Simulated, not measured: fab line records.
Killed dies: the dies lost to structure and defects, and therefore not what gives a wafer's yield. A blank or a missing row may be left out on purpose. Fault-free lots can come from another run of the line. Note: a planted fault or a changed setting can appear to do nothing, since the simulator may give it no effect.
Which tool is to blame?	flow nandHarc	12 lots, 35 wafers sampled, at 6 steps of a route of 1159

## WHAT THE GAUGES READ, wafer by wafer
NHARC_A_SGD_CUT_THK_MEAS_22: measures by ellipsometry. Usual: thkNm 148.0 nm, standard deviation 1.6.
lot	measured	on	thkNm (nm)	flag
L335	day 13 19:05	filmMetro-02	146.7 149.1 149.6	
L337	day 14 09:00	filmMetro-01	149.2 148.3 145.9	
L336	day 14 18:36	filmMetro-01	144.7 148.0 149.2	
L340	day 14 18:36	filmMetro-02	152.0 147.5 148.9	
L338	day 14 18:40	filmMetro-02	148.2 148.6 147.9	
L342	day 15 04:34	filmMetro-01	148.3 144.6 147.0	
L341	day 15 04:34	filmMetro-02	145.7 145.8 150.8	
L343	day 15 22:52	filmMetro-01	144.4 147.7 147.3	
L344	day 16 13:06	filmMetro-02	146.6 148.9 147.3	
L345	day 17 06:31	filmMetro-01	149.1 149.1 147.5	
L356	day 19 03:32	filmMetro-02	147.0 151.0	
L357	day 19 03:31	filmMetro-01	148.4 146.2 150.1	

NHARC_A_SGD_CUT_INSPECT_25. Usual: rawDefectCount 303, standard deviation 79.
lot	measured	on	rawDefectCount	flag
L335	day 13 19:38	defectInspect-01	418 328 346	
L337	day 14 09:32	defectInspect-01	376 319 343	
L336	day 14 19:18	defectInspect-02	213 226 278	
L340	day 14 19:19	defectInspect-01	223 275 453	
L338	day 14 19:21	defectInspect-02	510 339 325	
L342	day 15 05:01	defectInspect-02	202 176 202	
L341	day 15 05:05	defectInspect-02	265 434 318	
L343	day 15 23:20	defectInspect-01	265 260 274	
L344	day 16 13:34	defectInspect-01	204 392 383	
L345	day 17 07:01	defectInspect-02	435 333 500	
L356	day 19 04:00	defectInspect-01	320 1134 324 1149	OFF
L357	day 19 04:01	defectInspect-02	289 205 300	

NHARC_END_SORT_01. Usual: killedAtArray 29, standard deviation 11; killedAtOther 0.5, standard deviation 0.89; killedAtPeriphery 3.3, standard deviation 2; killedDies 32, standard deviation 11; killedOpen 3.1, standard deviation 1.9; killedShort 2.3, standard deviation 1.6.
lot	measured	on	killedAtArray	killedAtOther	killedAtPeriphery	killedDies	killedOpen	killedShort	flag
L336	day 19 19:31	prober-02	30 32 28	0 0 0	0 1 6	30 33 34	2 3 3	0 2 4	
L345	day 22 07:52	prober-02	30 29 30	0 0 0	0 0 3	30 29 33	0 2 5	0 4 3	
L356	day 24 22:37	prober-02	35 100	0 0	4 1	39 101	3 0	3 0	OFF

## WHICH TOOL RAN EACH LOT (tool, then ch and the chambers of the sampled wafers, then the start)
lot	NHARC_A_SGD_CUT_DESCUM_14	NHARC_A_SGD_CUT_ETCH_26	NHARC_A_SGD_CUT_STRIP_28
L335	rieDiel-02 ch 0,3, day 13 13:32	wetBench-02 ch 3,5,6, day 13 19:13	rieDiel-04 ch 1,2,3, day 13 19:38 or earlier
L337	rieDiel-08 ch 2,3, day 14 03:06	wetBench-03 ch 4,5,6, day 14 09:06	rieDiel-02 ch 1,2,3, day 14 09:32 or earlier
L336	rieDiel-08 ch 1,2, day 14 12:37	wetBench-06 ch 1,5,6, day 14 18:40	rieDiel-04 ch 0,2, day 14 19:18 or earlier
L340	rieDiel-02 ch 1,2,3, day 14 13:58	wetBench-03 ch 0,3,4, day 14 18:40	rieDiel-04 ch 0,1, day 14 19:19 or earlier
L338	rieDiel-04 ch 0,1, day 14 14:10	wetBench-02 ch 0,2,7, day 14 18:44	rieDiel-08 ch 1,3, day 14 19:14
L342	rieDiel-04 ch 1,2,3, day 14 22:37	wetBench-06 ch 1,3,6, day 15 04:37	rieDiel-02 ch 0,1,2, day 15 05:01 or earlier
L341	rieDiel-08 ch 1,2, day 14 22:58	wetBench-02 ch 1,3,4, day 15 04:38	rieDiel-04 ch 1,2,3, day 15 05:05 or earlier
L343	rieDiel-02 ch 0,1,2, day 15 16:56	wetBench-03 ch 3,6,7, day 15 22:56	rieDiel-04 ch 2,3, day 15 23:20 or earlier
L344	rieDiel-04 ch 2,3, day 16 04:35	wetBench-06 ch 0,5,7, day 16 13:11	rieDiel-04 ch 0,2,3, day 16 13:34 or earlier
L345	rieDiel-04 ch 0,2,3, day 17 00:35	wetBench-03 ch 0,4,5, day 17 06:35	rieDiel-08 ch 1,2, day 17 06:55
L356	rieDiel-08 ch 1, day 18 21:35	wetBench-02 ch 0,5, day 19 03:36	rieDiel-04 ch 0, day 19 04:00 or earlier
L357	rieDiel-04 ch 0,1, day 18 22:07	wetBench-06 ch 0,1,6, day 19 03:35	rieDiel-08 ch 0,1,2, day 19 03:55
- NHARC_A_SGD_CUT_DESCUM_14: chemistry O2, time 3 s.
- NHARC_A_SGD_CUT_ETCH_26: etches SiO2 in dHF, target depth 45.8 nm.
- NHARC_A_SGD_CUT_STRIP_28: strips in O2, time 20 s.

## WHAT THE TOOLS THEMSELVES READ (means of the sampled wafers that have a number; where no wafer has one, the mark that the record gives instead)
NHARC_A_SGD_CUT_DESCUM_14. Usual: drypumpMotorCurrentA 5.7 A, standard deviation 0.39; oesProductAu 0.995 a.u., standard deviation 0.013; rfVppV 57.7 V, standard deviation 0.79; showerheadPlenumPTorr 1.92 Torr, standard deviation 0.089; throttleValvePct 11.312 %, standard deviation 0.0098.
lot	tool	drypumpMotorCurrentA (A)	oesProductAu (a.u.)	rfVppV (V)	showerheadPlenumPTorr (Torr)	throttleValvePct (%)	flag
L335	rieDiel-02	5.5	0.994	58.1	1.99	11.302	
L337	rieDiel-08	5.2	1.006	57.5	1.90	11.311	
L336	rieDiel-08	5.2	0.999	57.9	1.87	11.307	
L340	rieDiel-02	6.1	0.989	56.8	1.86	11.315	
L338	rieDiel-04	5.8	0.990	57.3	1.91	11.316	
L342	rieDiel-04	5.8	0.996	58.1	1.95	11.319	
L341	rieDiel-08	5.3	0.997	57.4	1.86	11.317	
L343	rieDiel-02	5.9	0.995	57.5	1.86	11.311	
L344	rieDiel-04	5.7	1.011	58.2	2.00	11.311	
L345	rieDiel-04	5.8	1.005	57.5	2.01	11.312	
L356	rieDiel-08	5.3	0.999	57.0	1.83	11.316	
L357	rieDiel-04	5.8	0.980	58.4	1.97	11.299	

NHARC_A_SGD_CUT_STRIP_28. Usual: drypumpMotorCurrentA 5.7 A, standard deviation 0.4; oesProductAu 0.996 a.u., standard deviation 0.012; rfVppV 57.8 V, standard deviation 0.76; showerheadPlenumPTorr 3.55 Torr, standard deviation 0.14; throttleValvePct 17.038 %, standard deviation 0.0096.
lot	tool	drypumpMotorCurrentA (A)	oesProductAu (a.u.)	rfVppV (V)	showerheadPlenumPTorr (Torr)	throttleValvePct (%)	flag
L335	rieDiel-04	5.8	0.998	57.5	3.60	17.033	
L337	rieDiel-02	6.1	0.996	57.3	3.44	17.049	
L336	rieDiel-04	5.9	0.989	58.5	3.73	17.030	
L340	rieDiel-04	5.8	0.983	57.4	3.52	17.034	
L338	rieDiel-08	5.3	0.999	57.6	3.43	17.029	
L342	rieDiel-02	5.9	0.990	57.8	3.43	17.032	
L341	rieDiel-04	5.8	0.995	58.6	3.59	17.037	
L343	rieDiel-04	5.7	1.007	58.4	3.68	17.039	
L344	rieDiel-04	5.8	1.000	58.3	3.70	17.038	
L345	rieDiel-08	5.2	1.003	57.3	3.48	17.030	
L356	rieDiel-04	5.9	0.980	57.5	3.74	17.033	
L357	rieDiel-08	5.6	1.006	57.9	3.50	17.038	

## THE ANSWER, worked out from the rows above alone
Rule: a lot is off if the mean of its wafers that have a number lies more than 3 standard deviations from the usual mean. A lot without any number at a reading at which 4 lots or more have one is off too. All remaining lots with rows at the step are treated as sound. The gauges are gone through in route order, then the tools' own readings, and for those a lot's mean is taken as printed above. The first step at which some lot is off is used, and at that step the reading that is off furthest; a lot without a number counts as furthest.
Off, at NHARC_A_SGD_CUT_INSPECT_25 on rawDefectCount: L356.
A tool fits if, at a process step before that reading, it ran every lot that is off, and no sound lot after the first of them. Not tried: the gauges at NHARC_A_SGD_CUT_INSPECT_25; whatever is off there is also off at NHARC_END_SORT_01, on other tools, and gauge error can't account for it. Because NHARC_A_SGD_CUT_STRIP_28 lacks a start for some lots, the hours and order of its lots are taken from NHARC_A_SGD_CUT_INSPECT_25. Can't be told from this: 3 tools fit, rieDiel-08 at NHARC_A_SGD_CUT_DESCUM_14, wetBench-02 at NHARC_A_SGD_CUT_ETCH_26, rieDiel-04 at NHARC_A_SGD_CUT_STRIP_28.

## WHAT WAS PUT IN BY THE SIMULATOR
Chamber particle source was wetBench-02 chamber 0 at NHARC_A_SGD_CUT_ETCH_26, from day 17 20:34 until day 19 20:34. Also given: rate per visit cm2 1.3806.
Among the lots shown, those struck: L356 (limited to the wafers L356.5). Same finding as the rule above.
